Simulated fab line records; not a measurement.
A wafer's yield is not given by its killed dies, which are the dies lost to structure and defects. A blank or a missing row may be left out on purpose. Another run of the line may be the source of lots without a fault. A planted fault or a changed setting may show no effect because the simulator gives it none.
fab line records | flow nand-harc
[record] lots = 24 wafers = 72 last-day = 33
route steps=1302 shown P_M1@306 P_M2@331 A_ONON_D1@439 A_CHANNEL_HOLE_D1@475
lots that met no fault: taken from a fault-free run of the same line
start-h: hours from the record's opening day to when the first of the lot's shown wafers began | wait-h: how many hours have passed since the lot's step before this one | " identical to the entry in the row above | L1.1+2: several wafers, shown together as one row | - value missing, or start not given | * or withheld: withheld | < > ~ a bound
route shown NAME@n: a module of which the file shows steps, and the number in the route of the first | usual: average and standard deviation across the fault-free wafers | same: alike in all rows | chamber/n: place in a boat | sites: the reading at each site | _std_site: the standard deviation of these | _edge_site: the outer-site mean with the inner-site mean subtracted | radius-mm: how far each site lies from the wafer's centre | mask NAME#n: copy n | behind: the tool/chamber that last shaped the wafer | hold: reason for holding the lot/hours on hold/outcome of the hold | device: whichever transistor did not switch (one of n, p or np) | end of line: tests of these same wafers at the route's end | a step without rows: its recipe alone | killed: at the first sort, the dies lost to defects and structure; wafer yield is something else | map: dies across one wafer; x = killed, . = not, _ = none there
set.NAME: the run value of the setting; set.NAME@STEP: its run value at that earlier step | model.NAME: the simulator's own value behind a step, which no gauge read
one table for each step of the route and one row for each wafer, over a sample of lots
services: from which hour (start-h, from the record's first day; less than 0 if before it) a tool's chamber was out of use, for how many hours, and why
[[steps]]
[step NHARC_P_M1_PRE_CLEAN_30]
[recipe] time-s = 30 temp-c = 280 gas = H2/He
[usual] heater-power-w = 424/31
// columns lot.wafer tool chamber start-h wait-h heater-power-w
L074.1 pvd-sputter-03 - - - 397
L074.3 " - " " 427
L074.5 " - " " 432
L075.4 pvd-sputter-02 - - - 450
L075.1 " - " " 372
L075.5 " - " " 384
L076.2 pvd-sputter-03 - - - 429
L076.4 " - " " 428
L076.6 " - " " 434
L077.4 pvd-sputter-01 - - - 450
L077.5 " - " " 412
L077.6 " - " " 418
L078.3 pvd-sputter-03 - - - 418
L078.1 " - " " 399
L078.6 " - " " 417
L079.3 pvd-sputter-02 - - - 368
L079.5 " - " " 485
L079.6 " - " " 385
L080.1 pvd-sputter-01 - - - 412
L080.3 " - " " 451
L080.2 " - " " 388
L081.4 pvd-sputter-02 - - - 369
L081.2 " - " " 451
L081.5 " - " " 368
L082.2 pvd-sputter-01 - - - 419
L082.5 " - " " 470
L082.6 " - " " 381
L083.2 pvd-sputter-03 - - - 391
L083.1 " - " " 444
L083.5 " - " " 411
L085.1 pvd-sputter-01 - - - 388
L085.2 " - " " 428
L085.3 " - " " 425
L084.4 pvd-sputter-03 - - - 392
L084.3 " - " " 426
L084.5 " - " " 439
L086.1 pvd-sputter-02 - - - 493
L086.3 " - " " 396
L086.4 " - " " 359
L088.4 pvd-sputter-01 - - - 423
L088.1 " - " " 394
L088.5 " - " " 419
L087.2 pvd-sputter-01 - - - 383
L087.3 " - " " 428
L087.5 " - " " 422
L089.4 pvd-sputter-01 - - - 414
L089.2 " - " " 414
L089.5 " - " " 392
L090.4 pvd-sputter-01 - - - 380
L090.5 " - " " 384
L090.6 " - " " 414
L091.4 pvd-sputter-02 - - - 393
L091.2 " - " " 411
L091.5 " - " " 398
L092.1 pvd-sputter-02 - - - 460
L092.3 " - " " 404
L092.2 " - " " 466
L093.4 pvd-sputter-01 - - - 425
L093.3 " - " " 464
L093.6 " - " " 455
L094.2 pvd-sputter-03 - - - 450
L094.5 " - " " 440
L094.6 " - " " 410
L095.2 pvd-sputter-02 - - - 400
L095.4 " - " " 392
L095.5 " - " " 403
L096.3 pvd-sputter-02 - - - 388
L096.4 " - " " 475
L096.1 " - " " 461
L097.4 pvd-sputter-02 - - - 468
L097.2 " - " " 468
L097.6 " - " " 389
[step NHARC_P_M1_PVD_20]
[recipe] target-thk-a = 50 bias-v = 168.6 power-w = 15000 chamber-pressure-pa = 0.12 time-s = 8.06 substrate-temp-c = 50 material = TaN
[usual] cathode-dc-power-W = 15000/2.7 throttle-valve-pct = 30.5/0.71
// columns lot.wafer tool chamber start-h wait-h cathode-dc-power-W throttle-valve-pct
L074.3 pvd-sputter-03 - - - 14999 29.0
L074.1 " - " " 15000 30.2
L074.5 " - " " 14997 28.9
L075.1 pvd-sputter-02 - - - 14998 30.9
L075.4 " - " " 15001 30.9
L075.5 " - " " 15001 31.4
L076.2 pvd-sputter-03 - - - 15003 30.5
L076.4 " - " " 15002 28.8
L076.6 " - " " 14999 30.5
L077.4 pvd-sputter-01 - - - 14999 30.2
L077.5 " - " " 15002 31.4
L077.6 " - " " 15001 30.2
L078.3 pvd-sputter-03 - - - 14998 28.8
L078.1 " - " " 15002 30.0
L078.6 " - " " 15001 30.1
L079.3 pvd-sputter-02 - - - 15001 30.7
L079.6 " - " " 14999 31.2
L079.5 " - " " 15002 31.2
L080.3 pvd-sputter-01 - - - 15000 30.2
L080.2 " - " " 14999 29.2
L080.1 " - " " 15003 31.4
L081.4 pvd-sputter-02 - - - 15000 31.3
L081.2 " - " " 15001 31.1
L081.5 " - " " 15004 30.9
L082.2 pvd-sputter-01 - - - 15003 31.1
L082.6 " - " " 15000 30.2
L082.5 " - " " 14998 30.5
L083.2 pvd-sputter-03 - - - 15004 29.5
L083.1 " - " " 14997 30.3
L083.5 " - " " 15002 29.8
L085.3 pvd-sputter-01 - - - 15002 30.0
L085.2 " - " " 15004 31.2
L085.1 " - " " 14998 29.5
L084.3 pvd-sputter-03 - - - 15000 29.8
L084.4 " - " " 15004 30.1
L084.5 " - " " 14998 29.8
L086.4 pvd-sputter-02 - - - 14999 30.9
L086.3 " - " " 14996 31.2
L086.1 " - " " 14998 31.2
L088.4 pvd-sputter-01 - - - 15001 29.6
L088.1 " - " " 15005 30.1
L088.5 " - " " 15004 30.2
L087.3 pvd-sputter-01 - - - 15002 31.1
L087.2 " - " " 15004 30.2
L087.5 " - " " 15002 31.0
L089.4 pvd-sputter-01 - - - 15000 30.2
L089.2 " - " " 15003 31.2
L089.5 " - " " 14995 29.9
L090.4 pvd-sputter-01 - - - 15001 31.0
L090.6 " - " " 15001 30.5
L090.5 " - " " 14994 30.9
L091.4 pvd-sputter-02 - - - 15005 31.2
L091.2 " - " " 14997 30.6
L091.5 " - " " 15006 31.1
L092.1 pvd-sputter-02 - - - 14998 31.2
L092.2 " - " " 15002 30.9
L092.3 " - " " 15001 30.9
L093.3 pvd-sputter-01 - - - 15002 30.1
L093.4 " - " " 14995 30.1
L093.6 " - " " 15002 30.2
L094.2 pvd-sputter-03 - - - 14999 28.5
L094.5 " - " " 14995 30.4
L094.6 " - " " 15004 29.2
L095.4 pvd-sputter-02 - - - 14997 30.6
L095.2 " - " " 14999 30.8
L095.5 " - " " 15002 31.0
L096.3 pvd-sputter-02 - - - 14998 30.4
L096.1 " - " " 15000 31.0
L096.4 " - " " 15003 31.0
L097.2 pvd-sputter-02 - - - 15003 30.9
L097.4 " - " " 15002 31.0
L097.6 " - " " 15000 31.3
[step NHARC_P_M2_DESCUM_14]
[recipe] time-s = 3 o2-flow-sccm = 200 ar-flow-sccm = 0 bias-power-w = 0 chemistry = O2
[usual] drypump-motor-current-A = 5.9/0.38 oes-product-au = 1.001/0.0087 rf-vpp-V = 58.0/0.98 showerhead-plenum-p-Torr = 1.95/0.1 throttle-valve-pct = 11.311/0.0092
// columns lot.wafer tool chamber start-h wait-h drypump-motor-current-A oes-product-au rf-hours-counter-h rf-vpp-V showerhead-plenum-p-Torr throttle-valve-pct
L074.3 rie-diel-10 0 130.41 0.1 5.9 0.987 2.3 56.7 1.79 11.314
L074.1 " 1 " " 5.8 1.005 3.3 58.5 1.96 11.322
L074.5 " 0 " " 5.9 1.001 - 58.2 1.79 11.299
L075.4 rie-diel-09 2 136.28 0.1 6.0 1.005 7.9 61.0 2.06 11.300
L075.1 " 1 " " 6.3 0.999 7.9 58.1 1.94 11.316
L075.5 " 2 " " 6.0 0.997 - 58.5 2.06 11.311
L076.4 rie-diel-07 0 150.00 0.1 6.0 0.988 2.4 58.1 1.93 11.311
L076.2 " 3 " " 6.2 0.997 2.5 56.9 1.83 11.312
L076.6 " 0 " " 6.0 0.992 - 57.2 1.94 11.321
L077.4 rie-diel-10 2 158.02 0.1 4.8 0.992 5.4 59.6 2.04 11.338
L077.5 " 0 " " 5.8 0.990 - 57.2 1.79 11.307
L077.6 " 1 " " 5.8 1.024 - 58.0 1.96 11.325
L078.1 rie-diel-10 3 169.62 0.1 5.7 0.994 6.0 56.8 1.80 11.301
L078.3 " 1 " " 5.8 1.010 7.9 60.8 1.96 11.316
L078.6 " 3 " " 5.7 0.997 - 58.0 1.80 11.322
L079.3 rie-diel-10 2 176.99 0.1 4.8 0.990 7.2 57.2 2.03 11.316
L079.5 " 2 " " 4.7 0.996 - 58.9 2.03 11.296
L079.6 " 3 " " 5.7 1.007 - 57.8 1.80 11.308
L080.2 rie-diel-07 3 188.97 0.1 6.2 1.006 3.5 56.8 1.83 11.305
L080.3 " 0 " " 6.0 0.999 4.2 58.8 1.93 11.322
L080.1 " 2 " " 5.5 1.007 3.5 57.6 2.05 11.316
L081.4 rie-diel-10 3 205.02 0.1 5.7 0.993 7.5 57.0 1.80 11.305
L081.2 " 0 " " 5.8 0.998 8.9 56.4 1.79 11.305
L081.5 " 3 " " 5.7 0.992 - 57.8 1.80 11.320
L082.2 rie-diel-09 3 210.80 0.1 5.9 1.002 2.5 59.0 2.06 11.324
L082.5 " 0 " " 6.1 1.007 - 57.5 1.87 11.305
L082.6 " 1 " " 6.3 1.000 - 56.8 1.94 11.309
L083.2 rie-diel-07 1 233.23 0.1 6.0 1.001 6.3 58.4 2.06 11.308
L083.1 " 0 " " 6.0 0.993 7.0 56.1 1.93 11.322
L083.5 " 1 " " 6.0 1.013 - 56.8 2.06 11.307
L085.1 rie-diel-07 1 239.44 0.1 5.9 0.991 6.4 58.5 2.06 11.303
L085.2 " 2 " " 5.4 1.009 5.6 59.2 2.05 11.317
L085.3 " 3 " " 6.2 0.995 5.9 56.0 1.83 11.296
L084.3 rie-diel-07 2 241.51 0.1 5.5 1.012 5.7 59.0 2.05 11.318
L084.4 " 3 " " 6.2 1.005 6.0 58.2 1.83 11.314
L084.5 " 2 " " 5.5 1.009 - 60.1 2.05 11.302
L086.1 rie-diel-09 0 247.67 0.1 6.1 1.014 4.6 58.4 1.87 11.321
L086.4 " 1 " " 6.3 1.011 3.6 58.0 1.94 11.314
L086.3 " 2 " " 6.0 0.997 4.3 57.2 2.05 11.314
L088.4 rie-diel-09 1 272.99 0.1 6.3 1.004 6.0 57.4 1.94 11.318
L088.1 " 3 " " 5.9 1.000 6.6 59.4 2.06 11.333
L088.5 " 1 " " 6.3 1.001 - 58.7 1.94 11.288
L087.2 rie-diel-09 1 273.93 0.1 6.3 0.999 6.1 56.9 1.94 11.311
L087.3 " 2 " " 6.0 0.990 6.4 56.8 2.05 11.293
L087.5 " 0 " " 6.1 1.004 - 58.5 1.87 11.319
L089.2 rie-diel-07 2 277.82 0.1 5.5 1.013 8.6 58.0 2.05 11.302
L089.4 " 3 " " 6.2 1.007 8.5 57.4 1.83 11.319
L089.5 " 2 " " 5.5 1.018 - 57.1 2.05 11.291
L090.4 rie-diel-10 3 293.45 0.1 5.7 1.009 2.1 58.1 1.80 11.309
L090.6 " 3 " " 5.7 1.001 - 57.6 1.80 11.298
L090.5 " 0 " " 5.8 0.999 - 56.7 1.78 11.292
L091.2 rie-diel-09 0 295.40 0.1 6.1 0.999 7.8 57.9 1.87 11.326
L091.4 " 1 " " 6.3 1.006 7.2 58.3 1.94 11.304
L091.5 " 3 " " 5.9 1.007 - 57.6 2.06 11.303
L092.2 rie-diel-09 0 307.22 0.1 6.1 1.006 8.4 58.1 1.87 11.307
L092.3 " 1 " " 6.3 0.997 7.8 56.8 1.94 11.312
L092.1 " 3 " " 5.9 0.994 8.3 56.8 2.06 11.306
L093.3 rie-diel-10 2 317.84 0.1 4.7 0.984 3.7 57.6 2.03 11.312
L093.4 " 0 " " 5.8 0.997 3.4 55.3 1.78 11.301
L093.6 " 2 " " 4.8 0.978 - 58.2 2.03 11.313
L094.2 rie-diel-07 1 331.44 0.1 5.9 1.005 1.8 57.5 2.06 11.313
L094.6 " 2 " " 5.5 0.997 - 57.2 2.05 11.323
L094.5 " 3 " " 6.2 1.021 - 57.3 1.83 11.309
L095.4 rie-diel-09 0 343.05 0.1 6.1 0.995 0.8 57.2 1.87 11.308
L095.2 " 3 " " 5.9 1.018 0.8 59.3 2.06 11.319
L095.5 " 1 " " 6.3 1.002 - 58.0 1.94 11.309
L096.3 rie-diel-09 1 348.75 0.1 6.3 0.995 1.0 57.3 1.94 11.313
L096.1 " 2 " " 6.0 1.007 1.0 58.2 2.05 11.314
L096.4 " 3 " " 5.9 1.010 0.9 58.4 2.06 11.297
L097.4 rie-diel-09 3 356.46 0.1 5.9 0.995 1.4 60.3 2.06 11.299
L097.2 " 0 " " 6.0 1.000 1.3 57.8 1.87 11.304
L097.6 " 2 " " 6.0 0.992 - 57.6 2.05 11.314
[step NHARC_P_M2_PVD_20]
[recipe] target-thk-a = 50 bias-v = 168.6 power-w = 15000 chamber-pressure-pa = 0.12 time-s = 8.06 substrate-temp-c = 50 material = TaN
[usual] cathode-dc-power-W = 15000/2.5 throttle-valve-pct = 30.1/0.77
// columns lot.wafer tool chamber start-h wait-h cathode-dc-power-W throttle-valve-pct
L074.3 pvd-sputter-02 - - - 14996 31.6
L074.1 " - " " 14997 30.8
L074.5 " - " " 15000 30.9
L075.4 pvd-sputter-01 - - - 14999 29.4
L075.1 " - " " 15001 31.5
L075.5 " - " " 15002 29.7
L076.4 pvd-sputter-03 - - - 14996 30.2
L076.2 " - " " 14997 30.3
L076.6 " - " " 15000 29.9
L077.4 pvd-sputter-01 - - - 15000 30.0
L077.5 " - " " 14999 30.5
L077.6 " - " " 14994 30.8
L078.1 pvd-sputter-01 - - - 15002 30.9
L078.3 " - " " 14998 29.4
L078.6 " - " " 15000 30.3
L079.3 pvd-sputter-01 - - - 15003 31.0
L079.5 " - " " 14999 29.4
L079.6 " - " " 15000 31.3
L080.1 pvd-sputter-02 - - - 14999 31.3
L080.2 " - " " 15000 31.1
L080.3 " - " " 15001 31.0
L081.4 pvd-sputter-03 - - - 15001 29.6
L081.2 " - " " 15003 30.0
L081.5 " - " " 14995 29.5
L082.2 pvd-sputter-03 - - - 14998 30.5
L082.6 " - " " 15002 28.9
L082.5 " - " " 14996 30.3
L083.1 pvd-sputter-03 - - - 15001 28.9
L083.2 " - " " 14999 29.6
L083.5 " - " " 14998 28.7
L085.3 pvd-sputter-01 - - - 15002 29.4
L085.1 " - " " 15005 30.1
L085.2 " - " " 14996 31.3
L084.4 pvd-sputter-01 - - - 14998 30.2
L084.3 " - " " 15001 31.0
L084.5 " - " " 15001 29.7
L086.4 pvd-sputter-03 - - - 15000 28.7
L086.3 " - " " 14997 30.2
L086.1 " - " " 14995 29.2
L088.4 pvd-sputter-03 - - - 15003 29.7
L088.1 " - " " 15000 28.7
L088.5 " - " " 15000 28.8
L087.2 pvd-sputter-03 - - - 15001 28.9
L087.3 " - " " 14999 30.3
L087.5 " - " " 15000 29.2
L089.2 pvd-sputter-01 - - - 15002 30.3
L089.4 " - " " 15006 31.2
L089.5 " - " " 14994 30.0
L090.4 pvd-sputter-03 - - - 15001 28.6
L090.6 " - " " 14998 28.8
L090.5 " - " " 15000 30.4
L091.4 pvd-sputter-03 - - - 14996 29.8
L091.2 " - " " 15003 28.9
L091.5 " - " " 15002 29.3
L092.1 pvd-sputter-03 - - - 15000 29.8
L092.2 " - " " 15003 30.4
L092.3 " - " " 14998 29.6
L093.3 pvd-sputter-01 - - - 14999 30.0
L093.4 " - " " 14997 29.6
L093.6 " - " " 14998 30.0
L094.2 pvd-sputter-03 - - - 15006 28.8
L094.6 " - " " 14997 29.2
L094.5 " - " " 14999 29.6
L095.4 pvd-sputter-02 - - - 14996 30.8
L095.2 " - " " 15006 30.9
L095.5 " - " " 15002 30.7
L096.4 pvd-sputter-02 - - - 15004 30.8
L096.3 " - " " 15000 31.0
L096.1 " - " " 14998 31.0
L097.2 pvd-sputter-01 - - - 14998 30.0
L097.4 " - " " 15002 30.8
L097.6 " - " " 15000 30.2
[step NHARC_A_ONON_D1_THK_MEAS_21]
[recipe] thk-meas-gauge = ellipsometry
[usual] thk-nm = 1000/12
// columns lot.wafer tool chamber start-h wait-h thk-nm
L074.1 film-metro-01 - 170.23 - 1016
L074.3 " - " " 1013
L074.5 " - " " 1015
L075.1 film-metro-02 - 180.82 - 1003
L075.4 " - " " 1003
L075.5 " - " " 1002
L076.2 film-metro-01 - 191.39 - 982
L076.4 " - " " 981
L076.6 " - " " 982
L077.4 film-metro-01 - 201.58 - 992
L077.5 " - " " 992
L077.6 " - " " 992
L078.1 film-metro-01 - 211.52 - 982
L078.3 " - " " 980
L078.6 " - " " 981
L079.3 film-metro-02 - 218.07 - 1024
L079.5 " - " " 1022
L079.6 " - " " 1020
L080.1 film-metro-02 - 230.23 - 1000
L080.2 " - " " 1001
L080.3 " - " " 1001
L081.2 film-metro-01 - 246.91 - 1002
L081.4 " - " " 1001
L081.5 " - " " 1002
L082.2 film-metro-01 - 254.41 - 999
L082.5 " - " " 1000
L082.6 " - " " 999
L083.1 film-metro-01 - 277.30 - 994
L083.2 " - " " 992
L083.5 " - " " 993
L085.1 film-metro-02 - 282.35 - 994
L085.2 " - " " 995
L085.3 " - " " 994
L084.3 film-metro-01 - 282.36 - 1019
L084.4 " - " " 1019
L084.5 " - " " 1019
L086.1 film-metro-01 - 288.38 - 1019
L086.3 " - " " 1019
L086.4 " - " " 1019
L087.2 film-metro-01 - 315.28 - 989
L087.3 " - " " 990
L087.5 " - " " 989
L088.1 film-metro-02 - 315.29 - 1006
L088.4 " - " " 1009
L088.5 " - " " 1007
L089.2 film-metro-01 - 320.75 - 990
L089.4 " - " " 989
L089.5 " - " " 988
L090.4 film-metro-01 - 337.25 - 1008
L090.5 " - " " 1007
L090.6 " - " " 1007
L091.2 film-metro-02 - 337.25 - 985
L091.4 " - " " 985
L091.5 " - " " 984
L092.1 film-metro-01 - 353.59 - 1009
L092.2 " - " " 1009
L092.3 " - " " 1007
L093.3 film-metro-01 - 364.01 - 1011
L093.4 " - " " 1009
L093.6 " - " " 1010
L094.2 film-metro-01 - 373.47 - 1000
L094.5 " - " " 999
L094.6 " - " " 1001
L095.2 film-metro-01 - 385.48 - 1004
L095.4 " - " " 1005
L095.5 " - " " 1002
L096.1 film-metro-02 - 392.09 - 991
L096.3 " - " " 991
L096.4 " - " " 994
L097.2 film-metro-02 - 402.15 - 991
L097.4 " - " " 988
L097.6 " - " " 991
[step NHARC_A_CHANNEL_HOLE_D1_ETCH_23]
[recipe] bias-v = 5000 source-w = withheld pressure-mtorr = 20 time-s = 819 ar-flow-sccm = 375 c4f8-flow-sccm = 89.3 o2-flow-sccm = 35.7 temp-c = -20 target-depth-a = 16000 chemistry = C4F8/O2/Ar
[usual] drypump-motor-current-A = 5.7/0.51 showerhead-plenum-p-Torr = 3.65/0.11 throttle-valve-pct = 32.155/0.0086
// columns lot.wafer tool chamber start-h wait-h drypump-motor-current-A rf-hours-counter-h showerhead-plenum-p-Torr throttle-valve-pct
L074.1 har-etch-02 0 178.11 0.5 5.8 295 3.77 32.150
L074.3 " 0 " " 5.8 - 3.77 32.154
L074.5 " 0 " " 5.8 - 3.77 32.150
L075.1 har-etch-02 0 188.51 0.5 5.8 299 3.76 32.158
L075.4 " 0 " " 5.8 - 3.76 32.157
L075.5 " 1 " " 5.1 - 3.76 32.145
L076.2 har-etch-02 1 199.24 0.5 5.1 303 3.76 32.142
L076.4 " 1 " " 5.1 - 3.76 32.156
L076.6 " 0 " " 5.8 - 3.76 32.160
L077.4 har-etch-01 1 215.35 0.5 5.3 - 3.52 32.148
L077.6 " 0 " " 6.4 - 3.73 32.146
L077.5 " 1 " " 5.3 - 3.52 32.166
L078.1 har-etch-02 1 221.77 0.5 5.1 318 3.75 32.146
L078.3 " 1 " " 5.1 - 3.75 32.153
L078.6 " 1 " " 5.1 - 3.75 32.146
L079.3 har-etch-01 0 226.57 0.5 6.4 - 3.72 32.166
L079.5 " 1 " " 5.3 - 3.52 32.160
L079.6 " 0 " " 6.4 - 3.72 32.157
L080.2 har-etch-01 0 239.30 0.5 6.4 120 3.72 32.153
L080.1 " 1 " " 5.3 120 3.51 32.154
L080.3 " 0 " " 6.4 - 3.72 32.177
L081.2 har-etch-01 0 257.27 0.5 6.4 127 3.71 32.160
L081.4 " 1 " " 5.3 - 3.51 32.156
L081.5 " 0 " " 6.4 - 3.71 32.147
L082.2 har-etch-02 0 269.97 0.5 5.8 349 3.74 32.141
L082.5 " 0 " " 5.8 - 3.74 32.148
L082.6 " 1 " " 5.1 - 3.75 32.153
L083.2 har-etch-01 1 285.07 0.5 5.3 143 3.50 32.152
L083.1 " 0 " " 6.5 143 3.70 32.154
L083.5 " 1 " " 5.3 - 3.50 32.144
L085.2 har-etch-02 0 295.67 0.5 5.8 360 3.73 32.157
L085.1 " 1 " " 5.1 345 3.74 32.149
L085.3 " 1 " " 5.1 - 3.74 32.148
L084.3 har-etch-01 1 296.16 0.5 5.3 - 3.50 32.156
L084.4 " 0 " " 6.5 - 3.70 32.159
L084.5 " 0 " " 6.5 - 3.70 32.157
L086.1 har-etch-01 1 304.23 0.5 5.3 158 3.50 32.158
L086.4 " 1 " " 5.3 - 3.50 32.156
L086.3 " 0 " " 6.4 - 3.70 32.164
L088.1 har-etch-01 0 326.65 0.5 6.4 170 3.69 32.154
L088.4 " 1 " " 5.3 - 3.49 32.149
L088.5 " 1 " " 5.3 - 3.49 32.139
L087.2 har-etch-02 0 326.79 0.5 5.8 383 3.72 32.154
L087.3 " 1 " " 5.1 - 3.73 32.149
L087.5 " 0 " " 5.8 - 3.72 32.131
L089.2 har-etch-01 0 334.98 0.5 6.4 177 3.69 32.155
L089.4 " 1 " " 5.3 - 3.49 32.162
L089.5 " 1 " " 5.3 - 3.48 32.156
L090.4 har-etch-01 1 348.15 0.5 5.3 - 3.48 32.166
L090.5 " 1 " " 5.3 - 3.48 32.136
L090.6 " 0 " " 6.4 - 3.68 32.180
L091.2 har-etch-02 0 351.07 0.5 5.8 398 3.71 32.154
L091.4 " 1 " " 5.1 - 3.72 32.155
L091.5 " 1 " " 5.1 - 3.72 32.169
L092.2 har-etch-01 1 361.20 0.5 5.3 189 3.48 32.153
L092.1 " 0 " " 6.4 189 3.68 32.156
L092.3 " 0 " " 6.4 - 3.68 32.165
L093.4 har-etch-02 0 372.19 0.5 5.8 - 3.71 32.162
L093.3 " 1 " " 5.2 - 3.71 32.147
L093.6 " 1 " " 5.1 - 3.71 32.160
L094.2 har-etch-01 0 384.89 0.5 6.4 204 3.67 32.153
L094.5 " 1 " " 5.3 - 3.47 32.154
L094.6 " 0 " " 6.5 - 3.67 32.151
L095.2 har-etch-01 1 396.62 0.5 5.3 215 3.47 32.146
L095.4 " 0 " " 6.4 - 3.67 32.156
L095.5 " 1 " " 5.3 - 3.47 32.163
L096.1 har-etch-01 0 400.76 0.5 6.4 219 3.66 32.165
L096.4 " 1 " " 5.3 - 3.46 32.143
L096.3 " 0 " " 6.4 - 3.66 32.146
L097.2 har-etch-02 0 409.95 0.5 5.8 13 3.70 32.155
L097.4 " 1 " " 5.1 - 3.71 32.153
L097.6 " 1 " " 5.1 - 3.71 32.145
[[services]]
// columns tool chamber start-h hours kind
pvd-sputter-02 - 104.06 10.0 pm
pvd-sputter-01 - 109.04 3.9 repair
rie-diel-10 1 110.75 2.0 repair
rie-diel-07 - 117.20 9.0 pm
rie-diel-09 2 123.72 3.3 repair
rie-diel-09 - 143.10 9.0 pm
pvd-sputter-03 - 170.02 10.0 pm
rie-diel-07 3 175.88 7.3 repair
rie-diel-07 1 177.03 2.2 repair
pvd-sputter-02 - 194.21 0.7 repair
rie-diel-09 1 215.03 11.2 repair
pvd-sputter-01 - 226.09 10.0 pm
pvd-sputter-02 - 234.80 0.6 repair
rie-diel-10 - 242.50 9.0 pm
pvd-sputter-03 - 253.00 3.6 repair
pvd-sputter-02 - 282.06 10.0 pm
rie-diel-07 - 294.20 9.0 pm
rie-diel-09 - 320.10 9.0 pm
rie-diel-10 1 321.12 6.6 repair
pvd-sputter-03 - 348.02 10.0 pm
rie-diel-09 1 356.85 6.0 repair
rie-diel-09 1 374.04 5.1 repair
har-etch-02 - 377.00 17.0 pm
pvd-sputter-01 - 404.09 10.0 pm
[[key]]
fault none
